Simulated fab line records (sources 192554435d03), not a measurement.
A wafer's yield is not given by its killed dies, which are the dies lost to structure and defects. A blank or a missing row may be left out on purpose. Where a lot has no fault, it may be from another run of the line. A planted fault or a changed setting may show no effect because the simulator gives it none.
A lot that was struck, set against a sound lot + flow n5_finfet + 15 out of 1938 route steps
Sound: the wafers L763.1, L763.2, L763.5. Struck: wafer L772.3. (L772.2 of the same lot was not struck and is left out.) The cause comes at the end.
At each step with rows: each side's tool, then ch and its chambers, then its first start. Under that, the readings that differ: sound wafers + struck wafers + difference of the means + sigmas: that difference in standard deviations of wafers without a fault.
alike: same words and numbers on both sides, and readings whose means sit less than 2 such deviations apart. not compared: any withheld reading, any reading some wafer has no value for, any bound like >300 that may hide the same value, and any number with overlapping values for which the record gives no deviation.
A row with sigmas, a row that says differs or no value, or rows on one side alone: a step with any of these is where the two part. Numbers that have no deviation but don't overlap get no sigmas and don't part them. A reading missing from all wafers of one side parts the sides only when that side holds two or more wafers.

N5_SD_ACTIVATION_LSA_01: time 0.0008 s.
  sound on laser_anneal-01 ch 0, day 7 06:19; struck on laser_anneal-02 ch 0, day 9 06:06
| reading          | sound                | struck | difference | sigmas |
|------------------|----------------------|--------|------------|--------|
| wafer_temp_C_max | 1083.1 1083.1 1082.3 | 1088.2 | +5.4       | +2     |
N5_SD_ACTIVATION_RS_MEAS_03: uses a four-point probe to measure.
  sound on film_metro-02, day 7 06:31; struck on film_metro-01, day 9 06:17
  alike: RS_SD_N, RS_SD_P
N5_SD_ACTIVATION_INSPECT_02: inspects for defects (darkfield).
  sound on defect_inspect-01, day 7 06:50; struck on defect_inspect-01, day 9 06:36
  alike: raw_defect_count
N5_ILD0_LINER_00: material SiNx, target thk 4 nm, pulse time 1 s, purge time 2 s.
  sound on ald_sin-04 ch 1,2, day 7 06:52; struck on ald_sin-04 ch 1, day 9 06:38
  alike: heater_power_w, precursor_pulse_height_rel
  not compared: since_wet_clean_h
then, 2 steps without rows for these wafers: N5_ILD0_FCVD_FILL_01 (material SiO2 flowable, target thk 200 nm, time 328.3 s); N5_ILD0_CURE_02 (time 1800 s).
N5_ILD0_CMP_03: polishes, stops on SiNx, t overpolish 1.9 s, target thk 197.38 nm.
  sound on cmp-01 ch 1,2,3, day 7 09:17; struck on cmp-04 ch 0, day 9 09:25
| reading             | sound          | struck | difference | sigmas |
|---------------------|----------------|--------|------------|--------|
| motor_current_A (A) | 13.4 14.9 13.2 | 11.2   | -2.6       | -2     |
  alike: overpolish_run_s, time_to_endpoint_s
N5_ILD0_THK_MEAS_04:
  sound on film_metro-01, day 7 09:32; struck on film_metro-01, day 9 09:42
  alike: thk_nm
N5_ILD0_CMP_07: polishes SiO2 flowable, stops on poly-Si, t overpolish 1.18 s, target thk 138.88 nm.
  sound on cmp-02 ch 0,1, day 7 09:34; struck on cmp-01 ch 3, day 9 09:49
  alike: motor_current_A
N5_ILD0_THK_MEAS_08:
  sound on film_metro-02, day 7 09:52; struck on film_metro-02, day 9 10:02
  alike: thk_nm
then, 1 step without rows for these wafers: N5_ILD0_PRECLEAN_10 (cleans in NF3:NH3, afs cycles 5, time 20 s, sublimation time 60 s).
N5_ILD0_ALD_15: deposits SiNx, target thk 24 nm, pulse time 1 s, ald cycles 480.
  sound on ald_sin-03 ch 2,3, day 7 10:35; struck on ald_sin-03 ch 3, day 9 10:45
| reading                               | sound       | struck | difference | sigmas |
|---------------------------------------|-------------|--------|------------|--------|
| ald_cycles                            | 480 480 480 | 851    | +371       |        |
| model.SiNx_of_ILD0_ALD_15.thk_nm (nm) | 24 24 24    | 42.6   | +18.6      |        |
  alike: heater_power_w, precursor_pulse_height_rel
  not compared: since_wet_clean_h
N5_ILD0_CMP_12: polishes SiNx, stops on poly-Si, t overpolish 6 s, target thk 17.67 nm.
  sound on cmp-04 ch 1,3, day 7 12:49; struck on cmp-02 ch 2, day 9 12:57
| reading                | sound          | struck | difference | sigmas |
|------------------------|----------------|--------|------------|--------|
| time_to_endpoint_s (s) | 28.3 28.8 28.8 | 53.4   | +24.8      | +11    |
  alike: motor_current_A
N5_ILD0_THK_MEAS_13:
  sound on film_metro-01, day 7 13:05; struck on film_metro-01, day 9 13:14
  alike: thk_nm
-- the record jumps here: 4 days lie between the struck wafers' starts before and after (it left off in module ILD0 and takes up again in module BEOL_M4, whose first step shown is number 1111 of the route) --
N5_BEOL_M4_RC_MEAS_101:
  sound on prober-02 ch 0, day 11 02:24; struck on prober-01 ch 0, day 13 08:43
| reading       | sound          | struck | difference | sigmas |
|---------------|----------------|--------|------------|--------|
| ION_P (uA/um) | 483 479 470    | 459    | -18        | -2     |
| VT_P (mV)     | -243 -244 -248 | -253   | -8         | -2     |
  alike: DIBL_N, DIBL_P, IOFF_N, IOFF_P, ION_N, SS_N, SS_P, VT_N

== WHERE THEY PART ==
At N5_SD_ACTIVATION_LSA_01 first; at N5_BEOL_M4_RC_MEAS_101 last (within this record only).

WHY: the cause the simulator had injected
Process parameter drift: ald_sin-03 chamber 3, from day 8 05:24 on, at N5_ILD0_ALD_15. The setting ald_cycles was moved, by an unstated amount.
